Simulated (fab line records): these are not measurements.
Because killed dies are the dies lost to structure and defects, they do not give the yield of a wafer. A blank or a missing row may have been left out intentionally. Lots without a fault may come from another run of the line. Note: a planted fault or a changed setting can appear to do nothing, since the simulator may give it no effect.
Lot-split experiment    flow n5-finfet    7 lots, 21 wafers read, on a route of 1938 steps

## THE SPLIT ITSELF
At N5_BEOL_M10_ETCH_41 (etches SiCN in CH3F/O2, target depth 42.6 nm, time 86 s), the setting source-w was moved away from the recipe's 395 W on 8 of the 21 wafers read, by -17.3% to +14.1%. For the rest of the wafers, this setting stayed at what the recipe calls for.

The split's own step is where the reading is taken.

## THE READING
rf-vpp-V, in V, at N5_BEOL_M10_ETCH_41 (etches SiCN in CH3F/O2, target depth 42.6 nm, time 86 s). Typical for fault-free wafers on this fab line: 296.8 V, with standard deviation 1.7 V.

wafer   tool, chamber at the split  source-w as run, W  against the recipe  rf-vpp-V, V  against lot-mates on the recipe
L075.1  rie-diel-03, 1              395                 recipe              298.4        -
L075.2  rie-diel-03, 0              395                 recipe              296.5        -
L075.6  rie-diel-03, 0              395                 recipe              296.1        -
L078.1  rie-diel-01, 0              330.5               -16.3%              313.7        +20.3
L078.3  rie-diel-01, 3              330.5               -16.3%              312.6        +19.2
L078.5  rie-diel-01, 3              395                 recipe              293.4        -
L079.1  rie-diel-03, 1              358.4               -9.3%               307.6        +10.3
L079.3  rie-diel-03, 2              358.4               -9.3%               308.5        +11.2
L079.6  rie-diel-03, 3              395                 recipe              297.3        -
L081.4  rie-diel-05, 3              395                 recipe              296.8        -
L081.5  rie-diel-05, 1              395                 recipe              295.7        -
L081.6  rie-diel-05, 0              434.6               +10.0%              288.0        -8.2
L086.2  rie-diel-03, 2              450.6               +14.1%              284.3        -14.4
L086.3  rie-diel-03, 1              395                 recipe              298.7        -
L086.4  rie-diel-03, 0              450.6               +14.1%              284.2        -14.5
L089.2  rie-diel-01, 0              395                 recipe              295.5        -
L089.3  rie-diel-01, 3              326.6               -17.3%              312.5        +18.1
L089.6  rie-diel-01, 3              395                 recipe              293.3        -
L090.1  rie-diel-01, 2              395                 recipe              297.5        -
L090.4  rie-diel-01, 1              395                 recipe              295.8        -
L090.5  rie-diel-01, 2              395                 recipe              297.6        -

THE FIT
A straight line over all 21 wafers: rf-vpp-V changes by -0.968 V for each +1% of source-w; r = -0.98; the points scatter about the line by 1.7 V.
The same after taking each lot's own level away (the mean of its wafers on the recipe; 21 wafers): -1.09 V for each +1%; r = -0.99; scatter 1.1 V.
The reading moves by 19 V for the largest change in source-w, on that fit.
From 293.40 to 298.70 V: that is the span of the lots' own levels, equal to 3.1 times the standard deviation above.
So the slope is not independent of the lot-to-lot level: the two fits are not the same.
Check: +19.6 V against its lot-mates is what the line predicts for one of the wafers moved furthest among these (-17.3%) when that wafer is left out of the fit. Against them it came out at +18.1 V.
Tool readings at the split's step, against how far the setting was moved: rf-vpp-V r = -0.98.

## THE OTHER SPLITS THESE WAFERS WENT THROUGH
Other splits were also applied to these wafers ahead of the reading. Each is held against what the fit with the lots' levels taken away leaves over:
other split on the same wafers      wafers away from the commonest value  r with rf-vpp-V (lot level and that fit taken away)
N5_BEOL_M9_SURFACE_TREAT_79 time-s  as run: not given for these wafers    -
N5_BEOL_M10_TRENCH_ETCH_37 bias-w   6                                     -0.10

## THE WHOLE CHAIN: every reading that the file lists as answering this split, in the file's order
step                 what it does                                             reading                                                         change (the file's fit)                r (the file's)
N5_BEOL_M10_ETCH_41  etches SiCN in CH3F/O2, target depth 42.6 nm, time 86 s  rf-vpp-V                                                        -1.07 V for each +1% of the setting    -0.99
N5_BEOL_M10_ETCH_41  etches SiCN in CH3F/O2, target depth 42.6 nm, time 86 s  etch.depth-nm (the simulator's own value, which no gauge read)  +0.131 nm for each +1% of the setting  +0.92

## THE FILE'S OWN FIT
rf-vpp-V changes by -1.07 V for each +1% of source-w, r = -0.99.
